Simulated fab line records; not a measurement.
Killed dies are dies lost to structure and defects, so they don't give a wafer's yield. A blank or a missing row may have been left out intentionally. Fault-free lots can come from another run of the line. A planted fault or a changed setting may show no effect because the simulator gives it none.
Which tool is to blame? ; flow n5 finfet ; 24 lots with 72 wafers sampled at 4 steps, on a route of 1938 steps

## WHAT EACH GAUGE READ, for each wafer
N5_BEOL_M2_CD_MEAS_35: target cd 18 nm, target cd y 22.2 nm.
lot;measured;on;cd nm (nm)
L074;day 7 07:06;cd sem-01;18.0 17.7 17.8
L075;day 7 11:36;cd sem-01;18.0 17.5 17.7
L076;day 8 02:08;cd sem-02;17.8 18.2 18.4
L077;day 8 02:15;cd sem-02;18.0 18.6 18.5
L078;day 8 07:34;cd sem-01;17.7 18.2 17.9
L079;day 8 15:58;cd sem-03;18.0 18.3 18.0
L080;day 9 00:32;cd sem-03;18.1 18.1 18.0
L081;day 9 07:10;cd sem-01;17.6 17.9 17.5
L082;day 9 14:51;cd sem-03;18.0 17.8 18.1
L083;day 11 01:09;cd sem-03;18.2 18.2 18.4
L084;day 11 01:12;cd sem-01;18.3 18.5 18.4
L085;day 11 13:08;cd sem-01;18.1 18.4 17.9
L086;day 12 04:46;cd sem-03;17.8 17.2 17.8
L087;day 12 16:37;cd sem-03;17.6 17.9 18.3
L088;day 12 18:20;cd sem-01;18.4 17.9 18.1
L090;day 13 00:41;cd sem-01;18.3 17.6 18.3
L089;day 13 04:08;cd sem-02;17.7 17.9 17.5
L091;day 12 19:16;cd sem-01;18.3 18.4 18.4
L092;day 13 03:59;cd sem-01;18.4 17.9 18.3
L094;day 13 07:05;cd sem-01;18.2 17.5 17.2
L093;day 13 15:22;cd sem-03;18.2 18.0 18.2
L095;day 13 15:26;cd sem-02;18.2 18.2 18.6
L096;day 14 02:04;cd sem-01;17.9 18.1 17.9
L097;day 14 11:16;cd sem-01;17.6 17.7 18.2

## WHAT TOOL EACH LOT RAN ON (gives the tool, then ch and the chambers of the sampled wafers, and finally the start)
lot;N5_BEOL_M1_PRE_CLEAN_60;N5_BEOL_M1_CO_CAP_55;N5_BEOL_M2_ETCH_64
L074;cvd co-01 ch 0,1, day 6 19:01;cvd co-01 ch 0,1, day 6 19:04;rie diel-02 ch 0,2, day 6 20:52
L075;cvd co-01 ch 0,1, day 6 19:57;cvd co-01 ch 0,1, day 6 20:01;rie diel-02 ch 0,2,3, day 6 23:00
L076;cvd co-01 ch 0,1,2, day 7 15:17;cvd co-01 ch 0,1,2, day 7 15:20;rie diel-02 ch 1,2, day 7 16:54
L077;cvd co-02 ch 0,2, day 7 18:16;cvd co-02 ch 0,2, day 7 18:18;rie diel-04 ch 1,3, day 7 21:47
L078;cvd co-02 ch 0,1,2, day 7 21:23;cvd co-02 ch 0,1,2, day 7 21:26;rie diel-04 ch 1,2,3, day 7 22:49
L079;cvd co-02 ch 0,1,2, day 8 10:33;cvd co-02 ch 0,1,2, day 8 10:35;rie diel-04 ch 0,1,2, day 8 12:29
L080;cvd co-01 ch 0,2, day 8 14:08;cvd co-01 ch 0,2, day 8 14:10;rie diel-02 ch 0,1, day 8 16:52
L081;cvd co-02 ch 0,1,2, day 8 16:14;cvd co-02 ch 0,1,2, day 8 16:16;rie diel-04 ch 0,2,3, day 8 17:52
L082;cvd co-02 ch 1,2, day 8 23:12;cvd co-02 ch 1,2, day 8 23:14;rie diel-02 ch 0,2, day 9 01:03
L083;cvd co-02 ch 0,2, day 9 04:02;cvd co-02 ch 0,2, day 9 04:04;rie diel-05 ch 1,2,3, day 9 06:34
L084;cvd co-01 ch 0,1,2, day 9 06:05;cvd co-01 ch 0,1,2, day 9 06:09;rie diel-05 ch 0,1,3, day 9 07:44
L085;cvd co-02 ch 1,2, day 9 07:58;cvd co-02 ch 1,2, day 9 08:02;rie diel-05 ch 0,1,3, day 9 09:10
L086;cvd co-01 ch 0,1,2, day 9 11:25;cvd co-01 ch 0,1,2, day 9 11:27;rie diel-05 ch 0,1,3, day 9 13:03
L087;cvd co-01 ch 0,1,2, day 9 19:37;cvd co-01 ch 0,1,2, day 9 19:39;rie diel-05 ch 0,2,3, day 9 21:32
L088;cvd co-01 ch 0,2, day 9 22:25;cvd co-01 ch 0,2, day 9 22:27;rie diel-05 ch 1,2, day 10 00:45
L090;cvd co-01 ch 0,2, day 10 10:08;cvd co-01 ch 0,2, day 10 10:10;rie diel-05 ch 0,1,3, day 10 11:20
L089;cvd co-02 ch 0,1,2, day 10 19:13;cvd co-02 ch 0,1,2, day 10 19:15;rie diel-05 ch 0,1,2, day 10 23:32
L091;cvd co-01 ch 0,1,2, day 10 23:28;cvd co-01 ch 0,1,2, day 10 23:31;rie diel-05 ch 1,2,3, day 11 00:53
L092;cvd co-02 ch 0,1,2, day 11 07:52;cvd co-02 ch 0,1,2, day 11 07:54;rie diel-05 ch 2,3, day 11 10:00
L094;cvd co-01 ch 0,1,2, day 11 07:54;cvd co-01 ch 0,1,2, day 11 07:56;rie diel-02 ch 0,2,3, day 11 10:16
L093;cvd co-02 ch 0,1, day 11 18:23;cvd co-02 ch 0,1, day 11 18:27;rie diel-04 ch 0,2,3, day 11 19:40
L095;cvd co-01 ch 0,1,2, day 11 20:15;cvd co-01 ch 0,1,2, day 11 20:18;rie diel-05 ch 2,3, day 11 21:23
L096;cvd co-02 ch 1,2, day 12 07:49;cvd co-02 ch 1,2, day 12 07:51;rie diel-02 ch 0,2,3, day 12 11:07
L097;cvd co-02 ch 0,2, day 13 12:19;cvd co-02 ch 0,2, day 13 12:22;rie diel-04 ch 1,3, day 13 13:32
- N5_BEOL_M1_PRE_CLEAN_60: time 15 s.
- N5_BEOL_M1_CO_CAP_55: material Co, precursor CCTBA/H2, target thk 2 nm, time 102.1 s.
- N5_BEOL_M2_ETCH_64: etches SOC in N2/H2, target depth 75 nm, overetch 22.5 nm, time 121.9 s.

## WHAT THE TOOLS THEMSELVES READ (means of the sampled wafers that have a number; where no wafer has one, the mark that the record gives instead)
N5_BEOL_M1_PRE_CLEAN_60.
lot;tool;heater power w (W)
L074;cvd co-01;80
L075;cvd co-01;79
L076;cvd co-01;87
L077;cvd co-02;113
L078;cvd co-02;102
L079;cvd co-02;101
L080;cvd co-01;96
L081;cvd co-02;100
L082;cvd co-02;89
L083;cvd co-02;115
L084;cvd co-01;87
L085;cvd co-02;104
L086;cvd co-01;87
L087;cvd co-01;87
L088;cvd co-01;96
L090;cvd co-01;94
L089;cvd co-02;101
L091;cvd co-01;87
L092;cvd co-02;101
L094;cvd co-01;88
L093;cvd co-02;89
L095;cvd co-01;88
L096;cvd co-02;103
L097;cvd co-02;116

N5_BEOL_M1_CO_CAP_55.
lot;tool;heater power w (W);susceptor temp C (C)
L074;cvd co-01;231;200.00
L075;cvd co-01;230;199.90
L076;cvd co-01;238;200.16
L077;cvd co-02;272;200.01
L078;cvd co-02;256;200.07
L079;cvd co-02;257;199.74
L080;cvd co-01;248;200.07
L081;cvd co-02;256;200.02
L082;cvd co-02;243;200.01
L083;cvd co-02;276;199.86
L084;cvd co-01;241;200.02
L085;cvd co-02;257;200.05
L086;cvd co-01;239;200.26
L087;cvd co-01;240;200.02
L088;cvd co-01;252;200.14
L090;cvd co-01;245;199.93
L089;cvd co-02;259;199.93
L091;cvd co-01;240;200.05
L092;cvd co-02;258;199.99
L094;cvd co-01;241;200.05
L093;cvd co-02;240;200.17
L095;cvd co-01;239;199.85
L096;cvd co-02;259;200.08
L097;cvd co-02;274;199.83

N5_BEOL_M2_ETCH_64.
lot;tool;drypump motor current A (A);oes product au (a.u.);rf vpp V (V);showerhead plenum p Torr (Torr);throttle valve pct (%)
L074;rie diel-02;5.7;0.60;524.7;2.60;17.90
L075;rie diel-02;5.6;0.59;523.0;2.52;17.88
L076;rie diel-02;5.7;0.59;526.4;2.67;17.92
L077;rie diel-04;5.4;0.63;523.3;2.53;17.99
L078;rie diel-04;5.3;0.58;523.8;2.54;17.95
L079;rie diel-04;5.6;0.65;524.1;2.57;17.80
L080;rie diel-02;5.7;0.56;524.4;2.57;17.78
L081;rie diel-04;5.5;0.60;526.0;2.61;17.88
L082;rie diel-02;5.7;0.58;524.4;2.59;17.92
L083;rie diel-05;5.9;0.60;526.4;2.65;17.92
L084;rie diel-05;6.1;0.65;526.7;2.65;17.83
L085;rie diel-05;6.1;0.65;526.5;2.65;17.82
L086;rie diel-05;6.1;0.64;526.7;2.65;17.82
L087;rie diel-05;6.2;0.58;525.9;2.61;17.99
L088;rie diel-05;5.6;0.59;527.0;2.65;18.00
L090;rie diel-05;6.1;0.63;526.3;2.65;17.85
L089;rie diel-05;5.8;0.63;527.1;2.64;17.93
L091;rie diel-05;5.9;0.58;526.2;2.65;17.94
L092;rie diel-05;6.1;0.53;526.2;2.61;18.09
L094;rie diel-02;5.7;0.56;521.6;2.50;17.95
L093;rie diel-04;5.4;0.64;525.5;2.60;17.77
L095;rie diel-05;6.1;0.52;525.4;2.60;18.11
L096;rie diel-02;5.6;0.56;522.4;2.50;17.96
L097;rie diel-04;5.4;0.66;523.3;2.51;17.91

## THE ANSWER, worked out from the rows above alone
Rule: the lots themselves supply what counts as usual. The widest of any qualifying gaps counts: lots, ordered by their means at a reading, are off when they make up no more than a third of the lots, leave a main group of 4 or more, and stand apart from it by 3 or more times the standard deviation of that group's means. The tables above print the reading to a certain number of digits; a main group whose means all agree to those digits is not used. Also off: a lot with no number at a reading for which 4 or more lots have one. The other lots that the step has rows for count as sound. The gauges are gone through in route order, then the tools' own readings, and for those a lot's mean is taken as printed above. At the first step where some lot is off, the reading lying furthest off is the one used; lots without a number count as furthest.
No lot is off at any reading shown: from this, nothing can be told.

## WHAT THE SIMULATOR HAD PUT IN
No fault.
